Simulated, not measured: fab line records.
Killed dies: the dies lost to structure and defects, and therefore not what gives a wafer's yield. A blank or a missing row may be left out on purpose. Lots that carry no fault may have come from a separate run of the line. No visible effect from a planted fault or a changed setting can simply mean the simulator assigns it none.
The same fault as seen by 2 desks -- flow n5_finfet -- what lay behind the numbers comes last; until then each desk has only its own

## DESK OF THE TOOL OWNER: pecvd-02
The tool's own readings at N5_BEOL_M15_DEP_53 (deposits SiCN from 3MS/NH3, target thk 50 nm, time 17.8 s): means of the sampled wafers that have a number, for each lot that ran on this tool. The brackets show how far a lot's mean lies from the usual mean; more than 4 standard deviations puts the lot out of limits, marked OUT.
Columns: A = showerhead_plenum_p_Torr at N5_BEOL_M15_DEP_53, usual 4.166 Torr; B = throttle_valve_pct at N5_BEOL_M15_DEP_53, usual 18.2 %
lot,first seen here,A,B
L366,day 13 06:27,4.162,18.1
L373,day 15 04:10,4.162,17.8
L377,day 15 18:49,4.152,17.5
L376,day 15 22:10,4.165,17.9
This desk found nothing out of limits on any of the 4 lots.

## METROLOGY DESK
Lot by lot, what the gauges showed, no matter which tool ran the lot: averages of those sampled wafers that carry a number. The brackets show how far a lot's mean lies from the usual mean; more than 4 standard deviations puts the lot out of limits, marked OUT.
Columns: A = M15_THK at N5_BEOL_M15_THK_MEAS_50, usual 867 nm; B = M15_RS at N5_BEOL_M15_RS_MEAS_54, usual 0.0216 ohm/sq
lot,first seen here,A,B
L362,day 11 21:19,858,0.0217
L366,day 13 06:23,863,0.0215
L373,day 15 04:07,862,0.0217
L377,day 15 18:46,888,0.0212
L379,day 15 20:15,866,0.0216
L376,day 15 22:06,874,0.0215
L383,day 17 10:47,867,0.0219
This desk found nothing out of limits on any of the 7 lots.

## BROUGHT TOGETHER
Nothing out of limits was seen by the tool owner's desk.
At the metrology desk, nothing out of limits was observed.

## WHAT WAS PUT IN BY THE SIMULATOR
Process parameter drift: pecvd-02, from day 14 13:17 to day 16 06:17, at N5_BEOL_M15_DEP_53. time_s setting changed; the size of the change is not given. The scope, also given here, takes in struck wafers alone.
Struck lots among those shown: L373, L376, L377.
